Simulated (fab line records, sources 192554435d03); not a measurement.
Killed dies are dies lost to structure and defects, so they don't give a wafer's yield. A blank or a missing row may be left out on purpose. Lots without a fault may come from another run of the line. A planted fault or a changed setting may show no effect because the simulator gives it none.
Which tool did it? | flow n5_finfet | 11 lots, 31 wafers sampled, at 5 steps of a route of 1938

WHAT THE GAUGES READ, wafer by wafer
The record holds no reading of a measuring or inspecting step that can be judged against a usual standard deviation.

WHICH TOOL RAN EACH LOT (tool, then ch and the chambers of the sampled wafers, then the start)
lot  | N5_BEOL_M6_DESCUM_33               | N5_BEOL_M6_ETCH_65                 | N5_BEOL_M6_ETCH_41                            | N5_BEOL_M7_ILD_DEP_00           | N5_PASSIVATION_PROBE_49
L206 | rie_diel-05 ch 0,3, day 9 00:29    | rie_diel-05 ch 0,3, day 9 00:34    | rie_diel-05 ch 0,3, day 9 05:45 or earlier    | pecvd-02 ch 0,1,2, day 9 05:45  | -
L210 | rie_diel-04 ch 0,2,3, day 10 03:59 | rie_diel-04 ch 0,2,3, day 10 04:02 | rie_diel-04 ch 0,2,3, day 10 08:43 or earlier | pecvd-01 ch 0,2, day 10 08:43   | -
L215 | rie_diel-05 ch 1,2, day 11 10:52   | rie_diel-05 ch 1,2, day 11 10:55   | rie_diel-05 ch 1,2, day 11 13:38 or earlier   | pecvd-02 ch 0,1,2, day 11 13:38 | -
L217 | rie_diel-04 ch 0,1,2, day 11 11:29 | rie_diel-04 ch 0,1,2, day 11 11:32 | rie_diel-04 ch 0,1,2, day 11 15:59 or earlier | pecvd-02 ch 0,1,2, day 11 15:59 | -
L218 | rie_diel-05 ch 0,1,2, day 12 20:38 | rie_diel-05 ch 0,1,2, day 12 20:41 | rie_diel-05 ch 0,1,2, day 13 01:25 or earlier | pecvd-02 ch 1,2, day 13 01:25   | -
L221 | rie_diel-06 ch 1,2,3, day 12 20:41 | rie_diel-06 ch 1,2,3, day 12 20:44 | rie_diel-06 ch 1,2,3, day 13 01:37 or earlier | pecvd-01 ch 0,1,2, day 13 01:37 | prober-02, day 16 09:41
L220 | rie_diel-06 ch 0,1, day 13 03:24   | rie_diel-06 ch 0,1, day 13 03:27   | rie_diel-06 ch 0,1, day 13 08:13 or earlier   | pecvd-02 ch 0,2, day 13 08:13   | -
L225 | rie_diel-04 ch 1,2, day 14 15:44   | rie_diel-04 ch 1,2, day 14 15:47   | rie_diel-04 ch 1,2, day 14 18:54 or earlier   | pecvd-04 ch 1,2, day 14 18:54   | -
L226 | rie_diel-06 ch 0,2, day 14 19:31   | rie_diel-06 ch 0,2, day 14 19:34   | rie_diel-06 ch 0,2, day 14 23:35 or earlier   | pecvd-04 ch 0,1, day 14 23:35   | prober-01, day 18 05:21
L227 | rie_diel-06 ch 0,1,3, day 15 15:35 | rie_diel-06 ch 0,1,3, day 15 15:38 | rie_diel-06 ch 0,1,3, day 15 19:04 or earlier | pecvd-04 ch 1,2, day 15 19:04   | -
L229 | rie_diel-06 ch 1,2, day 15 17:17   | rie_diel-06 ch 1,2, day 15 17:21   | rie_diel-06 ch 1,2, day 15 21:55 or earlier   | pecvd-01 ch 1,2, day 15 21:55   | -
- N5_BEOL_M6_DESCUM_33: chemistry O2, time 7 s.
- N5_BEOL_M6_ETCH_65: etches SiARC in CF4, target depth 15.6 nm, time 26 s.
- N5_BEOL_M6_ETCH_41: etches SiCN in CH3F/O2, target depth 29.7 nm, time 52 s.
- N5_BEOL_M7_ILD_DEP_00: deposits SiCOH lowk from DEMS/porogen, target thk 179.75 nm, time 33.4 s.
- N5_PASSIVATION_PROBE_49

WHAT THE TOOLS THEMSELVES READ (means of the sampled wafers that have a number; where no wafer has one, the mark that the record gives instead)
N5_BEOL_M6_DESCUM_33. Usual: drypump_motor_current_A 5.6 A, standard deviation 0.47; oes_product_au 0.79 a.u., standard deviation 0.079; rf_vpp_V 243.3 V, standard deviation 1.7; showerhead_plenum_p_Torr 2.10 Torr, standard deviation 0.082; throttle_valve_pct 20.42 %, standard deviation 0.25.
lot  | tool        | drypump_motor_current_A (A) | oes_product_au (a.u.) | rf_vpp_V (V) | showerhead_plenum_p_Torr (Torr) | throttle_valve_pct (%) | flag
L206 | rie_diel-05 | 6.2                         | 0.73                  | 242.4        | 2.05                            | 20.51                  |
L210 | rie_diel-04 | 5.4                         | 0.78                  | 242.3        | 2.07                            | 20.45                  |
L215 | rie_diel-05 | 5.1                         | 0.91                  | 244.9        | 2.17                            | 20.39                  |
L217 | rie_diel-04 | 5.5                         | 0.76                  | 242.4        | 2.12                            | 20.33                  |
L218 | rie_diel-05 | 5.6                         | 0.83                  | 243.8        | 2.11                            | 20.36                  |
L221 | rie_diel-06 | 5.6                         | 0.82                  | 242.8        | 2.09                            | 20.41                  |
L220 | rie_diel-06 | 5.8                         | 0.81                  | 243.9        | 2.13                            | 20.42                  |
L225 | rie_diel-04 | 5.8                         | 0.72                  | 243.5        | 2.12                            | 20.43                  |
L226 | rie_diel-06 | 5.3                         | 0.89                  | 243.1        | 2.10                            | 20.09                  |
L227 | rie_diel-06 | 5.9                         | 0.76                  | 243.9        | 2.12                            | 20.59                  |
L229 | rie_diel-06 | 5.4                         | 0.80                  | 241.6        | 2.02                            | 20.27                  |

N5_BEOL_M6_ETCH_65. Usual: bias_w 35.99 W, standard deviation 0.1; drypump_motor_current_A 5.6 A, standard deviation 0.47; etch_rf_on_time_s 25.7 s, standard deviation 0.61; oes_product_au 0.68 a.u., standard deviation 0.067; rf_vpp_V 184.1 V, standard deviation 1.3; showerhead_plenum_p_Torr 2.15 Torr, standard deviation 0.079; throttle_valve_pct 15.61 %, standard deviation 0.24.
lot  | tool        | bias_w (W) | drypump_motor_current_A (A) | etch_rf_on_time_s (s) | oes_product_au (a.u.) | rf_vpp_V (V) | showerhead_plenum_p_Torr (Torr) | throttle_valve_pct (%) | flag
L206 | rie_diel-05 | 35.99      | 6.1                         | 26.5                  | 0.62                  | 184.3        | 2.10                            | 15.73                  |
L210 | rie_diel-04 | 36.02      | 5.4                         | 25.3                  | 0.68                  | 182.9        | 2.13                            | 15.63                  |
L215 | rie_diel-05 | 36.04      | 5.2                         | 25.3                  | 0.78                  | 185.2        | 2.22                            | 15.48                  |
L217 | rie_diel-04 | 35.90      | 5.5                         | 25.8                  | 0.65                  | 183.9        | 2.17                            | 15.52                  |
L218 | rie_diel-05 | 35.96      | 5.6                         | 25.9                  | 0.71                  | 184.1        | 2.16                            | 15.52                  |
L221 | rie_diel-06 | 35.98      | 5.6                         | 26.1                  | 0.69                  | 183.6        | 2.13                            | 15.51                  |
L220 | rie_diel-06 | 35.99      | 5.8                         | 25.8                  | 0.70                  | 184.9        | 2.20                            | 15.74                  |
L225 | rie_diel-04 | 35.97      | 5.8                         | 25.6                  | 0.62                  | 185.3        | 2.17                            | 15.62                  |
L226 | rie_diel-06 | 36.03      | 5.3                         | 25.2                  | 0.77                  | 183.5        | 2.16                            | 15.28                  |
L227 | rie_diel-06 | 35.86      | 5.9                         | 25.9                  | 0.65                  | 185.0        | 2.17                            | 15.80                  |
L229 | rie_diel-06 | 36.00      | 5.4                         | 25.8                  | 0.69                  | 182.6        | 2.07                            | 15.42                  |

N5_BEOL_M6_ETCH_41. Usual: bias_w 74.99 W, standard deviation 0.23; drypump_motor_current_A 5.6 A, standard deviation 0.47; oes_product_au 0.79 a.u., standard deviation 0.079; rf_vpp_V 297.6 V, standard deviation 1.7; showerhead_plenum_p_Torr 2.01 Torr, standard deviation 0.076; throttle_valve_pct 16.31 %, standard deviation 0.25.
lot  | tool        | bias_w (W) | drypump_motor_current_A (A) | oes_product_au (a.u.) | rf_vpp_V (V) | showerhead_plenum_p_Torr (Torr) | throttle_valve_pct (%) | flag
L206 | rie_diel-05 | 75.10      | 6.1                         | 0.72                  | 296.5        | 1.96                            | 16.43                  |
L210 | rie_diel-04 | 75.13      | 5.5                         | 0.78                  | 296.8        | 1.98                            | 16.36                  |
L215 | rie_diel-05 | 75.04      | 5.1                         | 0.92                  | 299.3        | 2.08                            | 16.22                  |
L217 | rie_diel-04 | 74.92      | 5.5                         | 0.77                  | 297.5        | 2.03                            | 16.23                  |
L218 | rie_diel-05 | 75.12      | 5.6                         | 0.82                  | 298.7        | 2.02                            | 16.24                  |
L221 | rie_diel-06 | 75.13      | 5.5                         | 0.81                  | 297.6        | 1.98                            | 16.18                  |
L220 | rie_diel-06 | 74.73      | 5.8                         | 0.81                  | 298.5        | 2.05                            | 16.40                  |
L225 | rie_diel-04 | 74.84      | 5.8                         | 0.73                  | 298.6        | 2.03                            | 16.36                  |
L226 | rie_diel-06 | 75.01      | 5.2                         | 0.90                  | 297.4        | 2.00                            | 15.93                  |
L227 | rie_diel-06 | 75.09      | 5.9                         | 0.76                  | 297.5        | 2.03                            | 16.49                  |
L229 | rie_diel-06 | 75.09      | 5.3                         | 0.81                  | 295.9        | 1.92                            | 16.10                  |

N5_BEOL_M7_ILD_DEP_00. Usual: heater_power_w 323 W, standard deviation 60; showerhead_plenum_p_Torr 5.742 Torr, standard deviation 0.017; susceptor_temp_C 300.04 C, standard deviation 0.18; throttle_valve_pct 14.1 %, standard deviation 0.68.
lot  | tool     | heater_power_w (W) | showerhead_plenum_p_Torr (Torr) | susceptor_temp_C (C) | throttle_valve_pct (%) | flag
L206 | pecvd-02 | 302                | 5.741                           | 300.09               | 13.9                   |
L210 | pecvd-01 | 286                | 5.746                           | 299.95               | 13.8                   |
L215 | pecvd-02 | 286                | 5.757                           | 300.06               | 13.9                   |
L217 | pecvd-02 | 291                | 5.746                           | 300.16               | 14.0                   |
L218 | pecvd-02 | 294                | 5.737                           | 296.11               | 13.4                   | OFF
L221 | pecvd-01 | 304                | 5.741                           | 299.94               | 14.0                   |
L220 | pecvd-02 | 262                | 5.754                           | 296.16               | 13.7                   | OFF
L225 | pecvd-04 | 365                | 5.762                           | 300.06               | 14.2                   |
L226 | pecvd-04 | 426                | 5.729                           | 300.06               | 15.2                   |
L227 | pecvd-04 | 366                | 5.755                           | 299.65               | 14.3                   |
L229 | pecvd-01 | 320                | 5.752                           | 300.04               | 13.8                   |

N5_PASSIVATION_PROBE_49. Usual: defect_limited_yield 91.0 %, standard deviation 1.6; killed_at_M0_to_M3 35, standard deviation 11; killed_at_M4_up 14, standard deviation 5.3; killed_at_contacts 13, standard deviation 6.7; killed_at_front_end 41, standard deviation 12; killed_at_other 3.9, standard deviation 2.7; killed_dies 106, standard deviation 19; killed_open 70, standard deviation 14; killed_short 35, standard deviation 8.8; sort_bin_5_function 5.3 %, standard deviation 1; sort_bin_6_memory 3.3 %, standard deviation 0.81; sort_n_pass 1073, standard deviation 19; sort_yield_pct 91.0 %, standard deviation 1.6.
lot  | tool      | defect_limited_yield (%) | killed_at_M0_to_M3 | killed_at_M4_up | killed_at_contacts | killed_at_front_end | killed_at_other | killed_dies | killed_open | killed_short | sort_bin_5_function (%) | sort_bin_6_memory (%) | sort_n_pass | sort_yield_pct (%) | flag
L221 | prober-02 | 93.8                     | 19                 | 22              | 1                  | 31                  | 0.0             | 73          | 50          | 18           | 3.9                     | 1.9                   | 1107        | 93.8               |
L226 | prober-01 | 91.3                     | 29                 | 16              | 16                 | 38                  | 4.0             | 103         | 73          | 28           | 5.4                     | 3.0                   | 1077        | 91.3               |

THE ANSWER, worked out from the rows above alone
Rule: a lot is off if the mean of its wafers that have a number lies more than 3 standard deviations from the usual mean. A lot without any number at a reading at which 4 lots or more have one is off too. The other lots that the step has rows for count as sound. The gauges are gone through in route order, then the tools' own readings, and for those a lot's mean is taken as printed above. The first step at which some lot is off is used, and at that step the reading that is off furthest; a lot without a number counts as furthest.
Off: L218, L220, at N5_BEOL_M7_ILD_DEP_00 (susceptor_temp_C).
A tool fits if, at that step or a process step before it, it ran every lot that is off, and no sound lot after the first of them. N5_BEOL_M6_ETCH_41 gives no start for some lots, so the hours and the order of its lots are those of N5_BEOL_M7_ILD_DEP_00. One fits: pecvd-02 at N5_BEOL_M7_ILD_DEP_00. Its last sound lot is L217 (day 11 15:59), its first lot that is off L218 (day 13 01:25): a fault that began between those two fits.
The tool's own readings at N5_BEOL_M7_ILD_DEP_00 bear it out: on the lots that are off they differ by more than 5 times the standard deviation of the sound lots' means. susceptor_temp_C reads 296.13 C there against 300.00 C on the sound lots.

WHAT THE SIMULATOR HAD PUT IN
Process parameter drift: pecvd-02, from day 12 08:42 on, at N5_BEOL_M7_ILD_DEP_00. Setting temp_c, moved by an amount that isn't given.
Lots struck among those shown: L218, L220. The rule above found the same.
